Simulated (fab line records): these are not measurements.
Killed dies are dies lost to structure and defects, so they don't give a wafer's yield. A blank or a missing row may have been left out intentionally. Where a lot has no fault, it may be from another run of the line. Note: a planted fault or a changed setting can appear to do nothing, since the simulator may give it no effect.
fab line records + flow nand_harc
[record]
- lots = 7
- wafers = 20
- last_day = 26
route steps=1159 shown P_CONTACT@225 END@1159
lots with no fault: from the same line, run without faults
start_h: start of the lot's first displayed wafer, in hours after the record's first day + wait_h: hours elapsed since this lot's preceding step + " repeats the value in the row above + L1.1+2: several wafers, shown together as one row + - no value, or no start was given + * or withheld: withheld + < > ~ a bound
route shown NAME@n: names a module that has steps shown in the file, with the first one's number in the route + usual: the fault-free wafers' mean and standard deviation + same: alike in all rows + chamber/n: place in a boat + sites: the reading at each site + _std_site: the standard deviation of these + _edge_site: outer sites' mean less inner sites' + radius_mm: how far each site lies from the wafer's centre + mask NAME#n: copy n + behind: the tool/chamber that last shaped the wafer + hold: the reason the lot was held/the length of the hold in hours/how it ended + device: which transistor (n, p or np) failed to switch + end of line: the same wafers' tests at the end of the route + a step without rows: its recipe alone + killed: count of dies lost to structure and defects at first sort (not the wafer's yield) + map: shows each die of a wafer: x if killed, . if not, _ if none is there
set.NAME: the run value of the setting; set.NAME@STEP: its run value at that earlier step + model.NAME: the simulator's own value behind a step, which no gauge read
lots at selected steps of the route; one table per step, one row per wafer
services: a tool's chamber out of use, with start hour (start_h, from the record's first day; less than 0 if before it), hours out, and reason
[[steps]]
[step NHARC_P_CONTACT_COAT_34]
[recipe]
- temp_c = 225
- time_s = 65
[step NHARC_P_CONTACT_COAT_06]
[recipe]
- spin_rpm = 1500
- resist_thk_nm = 90
[step NHARC_P_CONTACT_SOFTBAKE_07]
[recipe]
- temp_c = 105
- time_s = 55
[step NHARC_P_CONTACT_EBR_08]
[step NHARC_P_CONTACT_EXPOSE_09]
[recipe]
- na = 1.35
- target_cd_nm = 90
- dose_mj = 81.26
- mask_id = P_CA
[step NHARC_P_CONTACT_PEB_10]
[recipe]
- peb_temp_c = 100
- peb_time_s = 65
[step NHARC_P_CONTACT_DEVELOP_11]
[recipe]
- develop_time_s = 35
- dev_temp_c = 23
[step NHARC_P_CONTACT_CD_MEAS_12]
[recipe]
- target_cd_nm = 90
- landing_energy_ev = 500
[usual]
- cd_nm = 89.5/0.75
| lot.wafer | tool      | chamber | start_h | wait_h | cd_nm |
|-----------|-----------|---------|---------|--------|-------|
| L114.1    | cd_sem-02 | 0       | 117.71  | -      | 88.6  |
| L114.2    | "         | 0       | "       | "      | 87.9  |
| L114.6    | "         | 0       | "       | "      | 89.2  |
| L116.1    | cd_sem-02 | 0       | 134.02  | -      | 90.9  |
| L116.2    | "         | 0       | "       | "      | 90.1  |
| L116.4    | "         | 0       | "       | "      | 89.1  |
| L124.1    | cd_sem-01 | 0       | 178.53  | -      | 89.1  |
| L124.5    | "         | 0       | "       | "      | 89.1  |
| L126.2    | cd_sem-01 | 0       | 188.02  | -      | 89.9  |
| L126.4    | "         | 0       | "       | "      | 89.5  |
| L126.6    | "         | 0       | "       | "      | 90.1  |
| L127.3    | cd_sem-02 | 0       | 195.50  | -      | 89.2  |
| L127.4    | "         | 0       | "       | "      | 88.5  |
| L127.5    | "         | 0       | "       | "      | 89.6  |
| L132.1    | cd_sem-03 | 0       | 226.56  | -      | 87.7  |
| L132.2    | "         | 0       | "       | "      | 88.1  |
| L132.3    | "         | 0       | "       | "      | 89.8  |
| L134.3    | cd_sem-02 | 0       | 237.27  | -      | 89.9  |
| L134.5    | "         | 0       | "       | "      | 89.4  |
| L134.6    | "         | 0       | "       | "      | 89.9  |
[step NHARC_P_CONTACT_OVL_MEAS_13]
[usual]
- overlay_x_nm = 0.1/1
- overlay_y_nm = -0.1/0.82
| lot.wafer | tool       | chamber | start_h | wait_h | overlay_x_nm | overlay_y_nm |
|-----------|------------|---------|---------|--------|--------------|--------------|
| L114.1    | overlay-02 | -       | 117.80  | -      | -0.3         | -0.5         |
| L114.2    | "          | -       | "       | "      | -0.1         | -0.7         |
| L114.6    | "          | -       | "       | "      | 0.0          | 0.3          |
| L116.1    | overlay-02 | -       | 134.11  | -      | 1.7          | -0.3         |
| L116.2    | "          | -       | "       | "      | 1.9          | -0.9         |
| L116.4    | "          | -       | "       | "      | 1.3          | 0.2          |
| L124.1    | overlay-01 | -       | 178.62  | -      | 1.3          | 1.3          |
| L124.5    | "          | -       | "       | "      | 1.4          | 1.3          |
| L126.2    | overlay-01 | -       | 188.11  | -      | -0.6         | 0.1          |
| L126.4    | "          | -       | "       | "      | -0.9         | 0.1          |
| L126.6    | "          | -       | "       | "      | -0.3         | 0.4          |
| L127.3    | overlay-01 | -       | 195.59  | -      | -0.8         | 1.1          |
| L127.4    | "          | -       | "       | "      | -0.6         | 1.4          |
| L127.5    | "          | -       | "       | "      | -0.5         | 1.0          |
| L132.1    | overlay-01 | -       | 226.65  | -      | -0.3         | -0.3         |
| L132.2    | "          | -       | "       | "      | -0.9         | -0.1         |
| L132.3    | "          | -       | "       | "      | -0.9         | -0.3         |
| L134.3    | overlay-02 | -       | 237.36  | -      | -2.4         | 1.8          |
| L134.5    | "          | -       | "       | "      | -2.5         | 1.8          |
| L134.6    | "          | -       | "       | "      | -2.6         | 1.1          |
[step NHARC_P_CONTACT_INSPECT_14]
[usual]
- raw_defect_count = 3.6/2.2
| lot.wafer | tool              | chamber | start_h | wait_h | raw_defect_count |
|-----------|-------------------|---------|---------|--------|------------------|
| L114.1    | defect_inspect-01 | -       | 117.83  | 0.0    | 8                |
| L114.2    | "                 | -       | "       | "      | 7                |
| L114.6    | "                 | -       | "       | "      | 3                |
| L116.1    | defect_inspect-01 | -       | 134.14  | 0.0    | 7                |
| L116.2    | "                 | -       | "       | "      | 7                |
| L116.4    | "                 | -       | "       | "      | 1                |
| L124.1    | defect_inspect-01 | -       | 178.66  | 0.0    | 2                |
| L124.5    | "                 | -       | "       | "      | 3                |
| L126.2    | defect_inspect-01 | -       | 188.14  | 0.0    | 1                |
| L126.4    | "                 | -       | "       | "      | 2                |
| L126.6    | "                 | -       | "       | "      | 0                |
| L127.3    | defect_inspect-01 | -       | 195.62  | 0.0    | 2                |
| L127.4    | "                 | -       | "       | "      | 2                |
| L127.5    | "                 | -       | "       | "      | 4                |
| L132.1    | defect_inspect-01 | -       | 226.68  | 0.0    | 0                |
| L132.2    | "                 | -       | "       | "      | 2                |
| L132.3    | "                 | -       | "       | "      | 2                |
| L134.3    | defect_inspect-02 | -       | 237.40  | 0.0    | 4                |
| L134.5    | "                 | -       | "       | "      | 6                |
| L134.6    | "                 | -       | "       | "      | 5                |
[step NHARC_P_CONTACT_DESCUM_17]
[recipe]
- time_s = 3
- o2_flow_sccm = 200
- ar_flow_sccm = 0
- bias_power_w = 0
- chemistry = O2
[usual]
- drypump_motor_current_A = 5.5/0.46
- oes_product_au = 1.005/0.014
- rf_vpp_V = 57.9/0.87
- showerhead_plenum_p_Torr = 1.92/0.078
- throttle_valve_pct = 11.312/0.0098
| lot.wafer | tool        | chamber | start_h | wait_h | drypump_motor_current_A | oes_product_au | rf_hours_counter_h | rf_vpp_V | showerhead_plenum_p_Torr | throttle_valve_pct |
|-----------|-------------|---------|---------|--------|-------------------------|----------------|--------------------|----------|--------------------------|--------------------|
| L114.2    | rie_diel-01 | 1       | 117.90  | 0.1    | 5.2                     | 1.039          | 15                 | 57.2     | 1.84                     | 11.306             |
| L114.1    | "           | 2       | "       | "      | 5.7                     | 0.994          | 15                 | 57.5     | 2.05                     | 11.323             |
| L114.6    | "           | 0       | "       | "      | 4.8                     | 1.024          | -                  | 59.1     | 1.92                     | 11.321             |
| L116.1    | rie_diel-04 | 1       | 134.20  | 0.1    | 5.0                     | 0.999          | 1                  | 58.2     | 1.88                     | 11.307             |
| L116.2    | "           | 3       | "       | "      | 6.5                     | 0.986          | 0                  | 56.9     | 1.96                     | 11.290             |
| L116.4    | "           | 0       | "       | "      | 5.3                     | 1.010          | 1                  | 58.4     | 1.84                     | 11.311             |
| L124.1    | rie_diel-04 | 2       | 178.77  | 0.1    | 5.3                     | 1.009          | 6                  | 58.7     | 2.02                     | 11.340             |
| L124.5    | "           | 3       | "       | "      | 6.5                     | 0.984          | -                  | 58.6     | 1.96                     | 11.313             |
| L126.2    | rie_diel-04 | 0       | 188.21  | 0.1    | 5.3                     | 1.027          | 7                  | 58.4     | 1.83                     | 11.316             |
| L126.4    | "           | 2       | "       | "      | 5.3                     | 1.023          | 8                  | 58.2     | 2.02                     | 11.298             |
| L126.6    | "           | 3       | "       | "      | 6.6                     | 0.989          | -                  | 58.6     | 1.96                     | 11.304             |
| L127.4    | rie_diel-04 | 3       | 195.70  | 0.1    | 6.5                     | 0.987          | 8                  | 57.5     | 1.96                     | 11.300             |
| L127.3    | "           | 0       | "       | "      | 5.3                     | 1.023          | 7                  | 58.1     | 1.83                     | 11.326             |
| L127.5    | "           | 2       | "       | "      | 5.3                     | 1.015          | -                  | 57.8     | 2.02                     | 11.303             |
| L132.1    | rie_diel-01 | 3       | 226.75  | 0.1    | 5.8                     | 1.009          | 7                  | 58.1     | 1.85                     | 11.313             |
| L132.3    | "           | 0       | "       | "      | 4.8                     | 1.001          | 5                  | 57.7     | 1.92                     | 11.310             |
| L132.2    | "           | 2       | "       | "      | 5.7                     | 0.999          | 8                  | 59.0     | 2.05                     | 11.316             |
| L134.3    | rie_diel-01 | 0       | 237.46  | 0.1    | 4.9                     | 0.988          | 6                  | 57.2     | 1.92                     | 11.329             |
| L134.6    | "           | 0       | "       | "      | 4.8                     | 0.990          | -                  | 57.4     | 1.92                     | 11.325             |
| L134.5    | "           | 1       | "       | "      | 5.2                     | 1.018          | -                  | 58.3     | 1.83                     | 11.322             |
[step NHARC_P_CONTACT_ETCH_35]
[recipe]
- target_depth_a = 390
- over_etch_frac = 0.3
- time_s = 65
- ion_energy_ev = 80
- cf4_flow_sccm = 150
- ar_flow_sccm = 0
- rf_w = 300
- bias_w = 100
- chemistry = CF4
[usual]
- drypump_motor_current_A = 5.5/0.48
- oes_product_au = 1.005/0.013
- rf_vpp_V = 151.3/1.3
- run_length_s = 86.4/0.43
- showerhead_plenum_p_Torr = 1.78/0.07
- throttle_valve_pct = 13.284/0.0097
| lot.wafer | tool        | chamber | start_h | wait_h | drypump_motor_current_A | oes_product_au | rf_hours_counter_h | rf_vpp_V | run_length_s | showerhead_plenum_p_Torr | throttle_valve_pct |
|-----------|-------------|---------|---------|--------|-------------------------|----------------|--------------------|----------|--------------|--------------------------|--------------------|
| L114.2    | rie_diel-01 | 1       | 117.98  | 0.1    | 5.2                     | 1.031          | 15                 | 149.9    | 86.9         | 1.70                     | 13.313             |
| L114.1    | "           | 3       | "       | "      | 5.8                     | 1.031          | 14                 | 151.7    | 87.3         | 1.72                     | 13.294             |
| L114.6    | "           | 1       | "       | "      | 5.2                     | 1.022          | -                  | 151.1    | 86.3         | 1.70                     | 13.289             |
| L116.4    | rie_diel-04 | 1       | 134.29  | 0.1    | 5.0                     | 1.004          | 1                  | 149.9    | 87.1         | 1.74                     | 13.275             |
| L116.1    | "           | 2       | "       | "      | 5.3                     | 1.009          | 1                  | 151.7    | 86.1         | 1.86                     | 13.285             |
| L116.2    | "           | 3       | "       | "      | 6.6                     | 0.977          | 0                  | 151.3    | 86.4         | 1.81                     | 13.285             |
| L124.1    | rie_diel-04 | 1       | 178.84  | 0.1    | 5.0                     | 1.011          | 6                  | 151.0    | 86.6         | 1.74                     | 13.288             |
| L124.5    | "           | 2       | "       | "      | 5.3                     | 1.013          | -                  | 151.8    | 86.2         | 1.86                     | 13.289             |
| L126.2    | rie_diel-04 | 2       | 188.30  | 0.1    | 5.3                     | 1.004          | 8                  | 152.0    | 86.2         | 1.86                     | 13.294             |
| L126.4    | "           | 3       | "       | "      | 6.5                     | 0.979          | 7                  | 152.4    | 86.3         | 1.81                     | 13.289             |
| L126.6    | "           | 2       | "       | "      | 5.3                     | 1.009          | -                  | 152.7    | 86.4         | 1.86                     | 13.289             |
| L127.4    | rie_diel-04 | 3       | 195.77  | 0.1    | 6.6                     | 0.983          | 8                  | 152.9    | 86.2         | 1.80                     | 13.293             |
| L127.3    | "           | 2       | "       | "      | 5.3                     | 1.015          | 8                  | 151.5    | 86.4         | 1.86                     | 13.258             |
| L127.5    | "           | 3       | "       | "      | 6.6                     | 0.994          | -                  | 151.0    | 86.8         | 1.80                     | 13.283             |
| L132.1    | rie_diel-01 | 1       | 226.84  | 0.1    | 5.2                     | 1.013          | 8                  | 151.3    | 86.2         | 1.70                     | 13.282             |
| L132.3    | "           | 2       | "       | "      | 5.7                     | 0.992          | 8                  | 152.6    | 86.4         | 1.88                     | 13.273             |
| L132.2    | "           | 3       | "       | "      | 5.8                     | 1.002          | 7                  | 151.5    | 87.2         | 1.71                     | 13.280             |
| L134.3    | rie_diel-01 | 3       | 237.55  | 0.1    | 5.8                     | 0.990          | 8                  | 151.5    | 87.1         | 1.71                     | 13.292             |
| L134.6    | "           | 2       | "       | "      | 5.7                     | 0.994          | -                  | 150.9    | 86.4         | 1.88                     | 13.271             |
| L134.5    | "           | 3       | "       | "      | 5.8                     | 0.990          | -                  | 149.4    | 87.0         | 1.71                     | 13.283             |
[step NHARC_P_CONTACT_ETCH_36]
[recipe]
- target_depth_a = 2600
- over_etch_frac = 0.25
- time_s = 406.25
- ion_energy_ev = 200
- n2_flow_sccm = 150
- h2_flow_sccm = 150
- ar_flow_sccm = 0
- rf_w = 400
- bias_w = 150
- chemistry = N2/H2
[usual]
- drypump_motor_current_A = 5.5/0.48
- oes_product_au = 1.006/0.014
- rf_vpp_V = 430.7/2.5
- run_length_s = 427.7/0.42
- showerhead_plenum_p_Torr = 2.04/0.087
- throttle_valve_pct = 14.170/0.0087
| lot.wafer | tool        | chamber | start_h | wait_h | drypump_motor_current_A | oes_product_au | rf_hours_counter_h | rf_vpp_V | run_length_s | showerhead_plenum_p_Torr | throttle_valve_pct |
|-----------|-------------|---------|---------|--------|-------------------------|----------------|--------------------|----------|--------------|--------------------------|--------------------|
| L114.2    | rie_diel-01 | 2       | 118.13  | -      | 5.7                     | 0.988          | 15                 | 433.7    | 427.2        | 2.19                     | 14.159             |
| L114.1    | "           | 3       | "       | "      | 5.8                     | 1.031          | 14                 | 428.6    | 428.3        | 1.97                     | 14.190             |
| L114.6    | "           | 0       | "       | "      | 4.9                     | 1.008          | -                  | 431.0    | 427.8        | 2.05                     | 14.153             |
| L116.2    | rie_diel-04 | 0       | 134.41  | -      | 5.3                     | 1.007          | 1                  | 429.5    | 427.6        | 1.95                     | 14.179             |
| L116.1    | "           | 1       | "       | "      | 5.0                     | 1.012          | 1                  | 427.9    | 428.0        | 2.01                     | 14.167             |
| L116.4    | "           | 2       | "       | "      | 5.3                     | 1.025          | 1                  | 434.2    | 427.5        | 2.16                     | 14.177             |
| L124.1    | rie_diel-04 | 0       | 178.92  | -      | 5.3                     | 1.015          | 6                  | 426.7    | 427.3        | 1.95                     | 14.162             |
| L124.5    | "           | 0       | "       | "      | 5.3                     | 1.024          | -                  | 427.9    | 320.1        | 1.95                     | 14.152             |
| L126.2    | rie_diel-04 | 3       | 188.41  | -      | 6.6                     | 0.991          | 7                  | 432.5    | 427.5        | 2.09                     | 14.159             |
| L126.4    | "           | 1       | "       | "      | 5.0                     | 1.015          | 7                  | 429.9    | 428.0        | 2.00                     | 14.177             |
| L126.6    | "           | 2       | "       | "      | 5.3                     | 1.015          | -                  | 434.0    | 320.7        | 2.16                     | 14.178             |
| L127.3    | rie_diel-04 | 0       | 195.89  | -      | 5.3                     | 1.031          | 8                  | 427.5    | 428.2        | 1.95                     | 14.175             |
| L127.4    | "           | 2       | "       | "      | 5.3                     | 1.009          | 8                  | 433.9    | 427.7        | 2.16                     | 14.176             |
| L127.5    | "           | 0       | "       | "      | 5.3                     | 1.036          | -                  | 428.0    | 320.1        | 1.95                     | 14.179             |
| L132.2    | rie_diel-01 | 3       | 226.92  | -      | 5.8                     | 1.003          | 7                  | 430.4    | 428.4        | 1.97                     | 14.180             |
| L132.1    | "           | 0       | "       | "      | 4.9                     | 0.990          | 5                  | 432.6    | 427.6        | 2.05                     | 14.169             |
| L132.3    | "           | 2       | "       | "      | 5.7                     | 1.001          | 8                  | 434.7    | 427.4        | 2.19                     | 14.182             |
| L134.3    | rie_diel-01 | 1       | 237.69  | -      | 5.2                     | 1.017          | 9                  | 428.8    | 427.7        | 1.95                     | 14.171             |
| L134.6    | "           | 3       | "       | "      | 5.8                     | 1.011          | -                  | 428.1    | 428.4        | 1.97                     | 14.174             |
| L134.5    | "           | 0       | "       | "      | 4.9                     | 0.990          | -                  | 429.9    | 427.5        | 2.05                     | 14.165             |
[step NHARC_P_CONTACT_ETCH_18]
[recipe]
- target_depth_a = 4810
- time_s = 240.5
- c4f8_flow_sccm = 20
- o2_flow_sccm = 10
- ar_flow_sccm = withheld
- rf_w = 600
- bias_w = 1500
- chemistry = C4F8/O2/Ar
[usual]
- oes_product_au = 0.964/0.018
- rf_vpp_V = 979/5.5
- run_length_s = 262.0/0.48
| lot.wafer | tool        | chamber | start_h | wait_h | oes_product_au | rf_hours_counter_h | rf_vpp_V | run_length_s |
|-----------|-------------|---------|---------|--------|----------------|--------------------|----------|--------------|
| L114.1    | rie_diel-01 | 3       | -       | -      | 0.974          | 14                 | 975      | 263.1        |
| L114.2    | "           | 0       | "       | "      | 0.958          | 14                 | 978      | 261.5        |
| L114.6    | "           | 2       | "       | "      | 0.951          | -                  | 988      | 261.3        |
| L116.1    | rie_diel-04 | 3       | -       | -      | 0.969          | 1                  | 980      | 262.0        |
| L116.4    | "           | 1       | "       | "      | 0.966          | 1                  | 976      | 262.4        |
| L116.2    | "           | 2       | "       | "      | 0.989          | 1                  | 985      | 261.6        |
| L124.1    | rie_diel-04 | 3       | -       | -      | 0.940          | 6                  | 981      | 262.1        |
| L124.5    | "           | 0       | "       | "      | 0.976          | -                  | 974      | 261.7        |
| L126.4    | rie_diel-04 | 0       | -       | -      | 0.969          | 7                  | 973      | 261.6        |
| L126.2    | "           | 2       | "       | "      | 0.993          | 8                  | 987      | 261.8        |
| L126.6    | "           | 3       | "       | "      | 0.935          | -                  | 981      | 261.9        |
| L127.3    | rie_diel-04 | 0       | -       | -      | 0.946          | 8                  | 974      | 261.6        |
| L127.4    | "           | 1       | "       | "      | 0.941          | 8                  | 975      | 262.4        |
| L127.5    | "           | 2       | "       | "      | 0.938          | -                  | 986      | 262.1        |
| L132.1    | rie_diel-01 | 0       | -       | -      | 0.948          | 5                  | 977      | 261.9        |
| L132.3    | "           | 1       | "       | "      | 0.983          | 8                  | 973      | 262.4        |
| L132.2    | "           | 2       | "       | "      | 0.983          | 8                  | 987      | 261.2        |
| L134.3    | rie_diel-01 | 3       | -       | -      | 0.991          | 9                  | 974      | 262.5        |
| L134.6    | "           | 2       | "       | "      | 0.978          | -                  | 988      | 262.0        |
| L134.5    | "           | 3       | "       | "      | 0.984          | -                  | 974      | 262.8        |
[step NHARC_END_SORT_01]
[recipe]
- temp_c = 25
[usual]
- killed_at_array = 27/12
- killed_at_other = 0.9/1.1
- killed_at_periphery = 3.2/2.4
- killed_dies = 31/12
- killed_open = 3.3/1.7
- killed_short = 2.0/1.6
[same]
- gross_dies = 677
| lot.wafer | tool      | chamber | start_h | wait_h | killed_at_array | killed_at_other | killed_at_periphery | killed_dies | killed_open | killed_short |
|-----------|-----------|---------|---------|--------|-----------------|-----------------|---------------------|-------------|-------------|--------------|
| L124.5    | prober-02 | 0       | 582.25  | 3.7    | 38              | 0               | 638                 | 676         | 5           | 0            |
| L126.2    | prober-01 | 0       | 579.92  | 2.8    | 19              | 1               | 1                   | 21          | 2           | 2            |
| L126.6    | prober-01 | 0       | 583.15  | 4.0    | 26              | 1               | 647                 | 674         | 3           | 2            |
| L127.5    | prober-01 | 0       | 590.10  | 3.7    | 32              | 1               | 641                 | 674         | 2           | 2            |
// killed by level:class
L126.2 A_CHANNEL_HOLE_D1:chamber_film_flake=15 A_WL_FILL:geometric_particle:short=2 P_CONTACT:geometric_particle:open=1 A_BLC:geometric_particle:open=1 A_CONTACT:chamber_film_flake=1 THIN_TSV:chamber_film_flake=1
L124.5 P_CONTACT:area_etch=637 A_CHANNEL_HOLE_D1:chamber_film_flake=20 A_SLIT:chamber_film_flake=10 A_STAIRCASE:chamber_film_flake=4 A_CONTACT:geometric_particle:open=3 P_M1:geometric_particle:open=1 A_M0:geometric_particle:open=1
L126.6 P_CONTACT:area_etch=646 A_CHANNEL_HOLE_D1:chamber_film_flake=19 A_SGD_CUT:geometric_particle:open=2 A_STAIRCASE:chamber_film_flake=2 A_CONTACT:chamber_film_flake=2 P_M0:geometric_particle:open=1 A_CONTACT:geometric_particle:short=1 STARTING-WAFER:geometric_particle:short=1
L127.5 P_CONTACT:area_etch=639 A_SLIT:chamber_film_flake=15 A_CHANNEL_HOLE_D1:chamber_film_flake=10 A_ONON_D1:geometric_particle:short=2 A_CONTACT:chamber_film_flake=2 P_GATE:geometric_particle:open=1 A_ONON_D1:geometric_particle:open=1 P_STI:chamber_film_flake=1
// map L124.5 (x killed, . not)
____________x____________
_________xxxxxxx_________
_______xxxxxxxxxxx_______
______xxxxxxxxxxxxx______
_____xxxxxxxxxxxxxxx_____
____xxxxxxxxxxxxxxxxx____
____xxxxxxxxxxxxxxxxx____
___xxxxxxxxxxxxxxxxxxx___
___xxxxxxxxxxxxxxxxxxx___
__xxxxxxxxxxxxxxxxxxxxx__
__xxxxxxxxxxxxxxxxxxxxx__
_xxxxxxxxxxxxxxxxxxxxxxx_
_xxxxxxxxxxxxxxxxxxxxxxx_
_xxxxxxxxxxxxxxxxxxxxxxx_
_xxxxxxxxxxxxxxxxxxxxxxx_
_xxxxxxxxxxx.xxxxxxxxxxx_
xxxxxxxxxxxxxxxxxxxxxxxxx
xxxxxxxxxxxxxxxxxxxxxxxxx
xxxxxxxxxxxxxxxxxxxxxxxxx
xxxxxxxxxxxxxxxxxxxxxxxxx
xxxxxxxxxxxxxxxxxxxxxxxxx
_xxxxxxxxxxxxxxxxxxxxxxx_
_xxxxxxxxxxxxxxxxxxxxxxx_
_xxxxxxxxxxxxxxxxxxxxxxx_
_xxxxxxxxxxxxxxxxxxxxxxx_
_xxxxxxxxxxxxxxxxxxxxxxx_
__xxxxxxxxxxxxxxxxxxxxx__
__xxxxxxxxxxxxxxxxxxxxx__
___xxxxxxxxxxxxxxxxxxx___
___xxxxxxxxxxxxxxxxxxx___
____xxxxxxxxxxxxxxxxx____
____xxxxxxxxxxxxxxxxx____
_____xxxxxxxxxxxxxxx_____
______xxxxxxxxxxxxx______
_______xxxxxxxxxxx_______
_________xxxxxxx_________
____________x____________
// map L126.6 (x killed, . not)
____________x____________
_________xxxxxxx_________
_______xxxxxxxxxxx_______
______xxxxxxxxxxxxx______
_____xxxxxxxxxxxxxxx_____
____xxxxxxxxxxxxxxxx.____
____xxxxxxxxxxxxxxxxx____
___xxxxxxxxxxxxxxxxxxx___
___xxxxxxxxxxxxxxxxxxx___
__xxxxxxxxxxxxxxxxxxxxx__
__xxxxxxxxxxxxxxxxxxxxx__
_xxxxxxxxxxxxxxxxxxxxxxx_
_xxxxxxxxxxxxxxxxxxxx.xx_
_xxxxxxxxxxxxxxxxxxxxxxx_
_xxxxxxxxxxxxxxxxxxxxxxx_
_xxxxxxxxxxxxxxxxxxxxxxx_
xxxxxxxxxxxxxxxxxxxxxxxxx
xxxxxxxxxxxxxxxxxxxxxxxxx
xxxxxxxxxxxxxxxxxxxxxxxxx
xxxxxxxxxxxxxxxxxxxxxxxx.
xxxxxxxxxxxxxxxxxxxxxxxxx
_xxxxxxxxxxxxxxxxxxxxxxx_
_xxxxxxxxxxxxxxxxxxxxxxx_
_xxxxxxxxxxxxxxxxxxxxxxx_
_xxxxxxxxxxxxxxxxxxxxxxx_
_xxxxxxxxxxxxxxxxxxxxxxx_
__xxxxxxxxxxxxxxxxxxxxx__
__xxxxxxxxxxxxxxxxxxxxx__
___xxxxxxxxxxxxxxxxxxx___
___xxxxxxxxxxxxxxxxxxx___
____xxxxxxxxxxxxxxxxx____
____xxxxxxxxxxxxxxxxx____
_____xxxxxxxxxxxxxxx_____
______xxxxxxxxxxxxx______
_______xxxxxxxxxxx_______
_________xxxxxxx_________
____________x____________
[[services]]
| tool        | chamber | start_h | hours | kind       |
|-------------|---------|---------|-------|------------|
| rie_diel-04 | -       | 111.90  | 9.0   | pm         |
| rie_diel-04 | 0       | 111.90  | 9.0   | vent_cycle |
| rie_diel-04 | 1       | 111.90  | 9.0   | vent_cycle |
| rie_diel-04 | 2       | 111.90  | 9.0   | vent_cycle |
| rie_diel-04 | 3       | 111.90  | 9.0   | vent_cycle |
| rie_diel-04 | 0       | 120.90  | -     | clean      |
| rie_diel-04 | 1       | 120.90  | -     | clean      |
| rie_diel-04 | 2       | 120.90  | -     | clean      |
| rie_diel-04 | 3       | 120.90  | -     | clean      |
| rie_diel-01 | -       | 137.80  | 9.0   | pm         |
| rie_diel-04 | 0       | 145.40  | -     | clean      |
| rie_diel-04 | 1       | 145.40  | -     | clean      |
| rie_diel-04 | 2       | 145.40  | -     | clean      |
| rie_diel-04 | 3       | 145.40  | -     | clean      |
| rie_diel-04 | 0       | 169.90  | -     | clean      |
| rie_diel-04 | 1       | 169.90  | -     | clean      |
| rie_diel-04 | 2       | 169.90  | -     | clean      |
| rie_diel-04 | 3       | 169.90  | -     | clean      |
| rie_diel-01 | -       | 172.81  | 9.5   | repair     |
| rie_diel-04 | 0       | 194.40  | -     | clean      |
| rie_diel-04 | 1       | 194.40  | -     | clean      |
| rie_diel-04 | 2       | 194.40  | -     | clean      |
| rie_diel-04 | 3       | 194.40  | -     | clean      |
| rie_diel-04 | 0       | 219.02  | -     | clean      |
[[key]]
[first_sign]
- step = NHARC_P_CONTACT_ETCH_36
- reading = run_length_s
- direction = down
- sigmas = 99+
- usual = *
- struck = *
[effect]
- step = NHARC_END_SORT_01
- reading = killed_at_periphery
- direction = up
- sigmas = 99+
- usual = 3.2
- struck = 642
[more_kills_born_at]
- NHARC_P_CONTACT_ETCH_36@rie_diel-04 = 1922
met_at NHARC_P_CONTACT_ETCH_36
struck_wafers L124.5,L126.6,L127.5
later_rows_left_out L124.5,L126.6,L127.5
tester_left_out L124,L126,L127
onset_between 134.41 178.92
[fault]
- kind = process_parameter_drift
- tool = rie_diel-04
- chamber = -
- onset_h = 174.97
- steps = NHARC_P_CONTACT_ETCH_36
- channel = time_s
- offset = *
- shape = step
- end_h = 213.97
- scope = struck_wafers_only
- acts_in = *
- stated = *
// tester_left_out: of these lots the tester's yield and bins aren't shown, on N5 and GAA mostly nor the transistor test; their killed dies are dies lost to structure and defects alone, not to doping, threshold or leakage, so they don't give the yield
// later_rows_left_out: the simulator's readings of these wafers behind a module that went badly wrong aren't trusted and aren't shown, but for the sort
